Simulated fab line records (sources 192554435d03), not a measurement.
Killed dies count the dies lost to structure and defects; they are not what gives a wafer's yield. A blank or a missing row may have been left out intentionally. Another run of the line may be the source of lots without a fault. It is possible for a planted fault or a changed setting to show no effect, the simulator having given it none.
3 desks looking at one fault / flow n5 finfet / each desk has only its own numbers; what lay behind them comes last

AT THE METROLOGY DESK
Means of the sampled wafers that have a number, per lot and without regard to the tool the lot ran on: this is what the gauges read. Marked OUT: a lot whose mean sits more than 4 standard deviations from the usual mean, which makes it out of limits; the brackets give that distance. Readings shown: 7 of its 12, picked as those furthest out on some lot.
Columns: A = trench depth nm at N5_BEOL_M0_OCD_MEAS_108, usual 32.4 nm; B = DIBL_N at N5_BEOL_M4_RC_MEAS_101, usual 36.4 mV/V; C = IOFF_P at N5_BEOL_M4_RC_MEAS_101, usual 0.20 nA/um; D = ION_N at N5_BEOL_M4_RC_MEAS_101, usual 670 uA/um; E = ION_P at N5_BEOL_M4_RC_MEAS_101, usual 459 uA/um; F = VT_N at N5_BEOL_M4_RC_MEAS_101, usual 250 mV; G = VT_P at N5_BEOL_M4_RC_MEAS_101, usual -251 mV
lot=L367; first seen here=day 7 05:30; A=32.8; B=34.5; C=0.19; D=669; E=458; F=250; G=-250
lot=L372; first seen here=day 8 20:23; A=31.9; B=34.6; C=0.18; D=664; E=454; F=250; G=-253
lot=L376; first seen here=day 9 13:04; A=34.6; B=36.2; C=0.20; D=671; E=462; F=250; G=-251
lot=L378; first seen here=day 9 22:07; A=34.8; B=39.1; C=0.27; D=686; E=477; F=246; G=-246
lot=L381; first seen here=day 10 16:55; A=32.7; B=35.7; C=0.20; D=669; E=457; F=252; G=-250
lot=L383; first seen here=day 11 11:57; A=32.8; B=37.3; C=0.20; D=682; E=461; F=247; G=-252
Finding of this desk: none of the 6 lots has anything out of limits.

THE DEFECT DESK
What the inspections along the route counted, lot by lot: means of the sampled wafers that have a number. Marked OUT: a lot whose mean sits more than 4 standard deviations from the usual mean, which makes it out of limits; the brackets give that distance.
Columns: A = raw defect count at N5_BEOL_M0_CUTY_INSPECT_59, usual 2.0
lot=L367; first seen here=day 7 05:32; A=1.7
lot=L372; first seen here=day 8 20:24; A=2.0
lot=L376; first seen here=day 9 13:05; A=2.0
lot=L378; first seen here=day 9 22:08; A=2.0
lot=L381; first seen here=day 10 16:56; A=2.0
lot=L383; first seen here=day 11 11:59; A=1.3
Finding of this desk: none of the 6 lots has anything out of limits.

TOOL OWNER'S DESK, rie diel-02
The tool's own readings at N5_BEOL_M0_TRENCH_ETCH_107 (etches SiOC in C4F6/O2, target depth 32.8 nm, time 16.4 s): means of the sampled wafers that have a number, for each lot that ran on this tool. Marked OUT: a lot whose mean sits more than 4 standard deviations from the usual mean, which makes it out of limits; the brackets give that distance.
Columns: A = O2_flow_sccm at N5_BEOL_M0_TRENCH_ETCH_107, usual 10.005 sccm; B = drypump motor current A at N5_BEOL_M0_TRENCH_ETCH_107, usual 5.7 A; C = oes product au at N5_BEOL_M0_TRENCH_ETCH_107, usual 0.78 a.u.; D = rf fwd power W at N5_BEOL_M0_TRENCH_ETCH_107, usual 348.9 W; E = rf vpp V at N5_BEOL_M0_TRENCH_ETCH_107, usual 651 V; F = showerhead plenum p Torr at N5_BEOL_M0_TRENCH_ETCH_107, usual 2.84 Torr; G = throttle valve pct at N5_BEOL_M0_TRENCH_ETCH_107, usual 20.79 %
lot=L372; first seen here=day 8 23:39; A=10.010; B=6.2; C=0.76; D=349.5; E=653; F=2.82; G=20.66
lot=L376; first seen here=day 9 14:42; A=9.986; B=6.2; C=0.79; D=434.3 (+50) OUT; E=586; F=2.82; G=20.68
lot=L378; first seen here=day 9 23:14; A=9.987; B=6.1; C=0.78; D=435.5 (+51) OUT; E=581; F=2.77; G=20.69
This desk's verdict: out of limits on L376, L378, starting with L376 at day 9 14:42 (rf fwd power W at N5_BEOL_M0_TRENCH_ETCH_107). In limits: L372.

ALL TOGETHER
On L376, L378, at day 9 14:42, an alarm was possible from the tool owner's desk.
The metrology desk saw nothing out of limits.
Nothing out of limits was seen by the defect desk.
The metrology desk has L376, L378 on record, within its limits.
The defect desk has L376, L378 on record, within its limits.
On rie diel-02, each named lot ran N5_BEOL_M0_TRENCH_ETCH_107.

WHAT WAS PUT IN BY THE SIMULATOR
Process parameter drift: rie diel-02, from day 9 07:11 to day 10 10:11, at N5_BEOL_M0_TRENCH_ETCH_107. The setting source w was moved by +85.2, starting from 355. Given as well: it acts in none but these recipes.
Struck lots among those shown: L376, L378.
Hours from the fault's start to each desk's first reading out of limits: the tool owner's desk, 8.
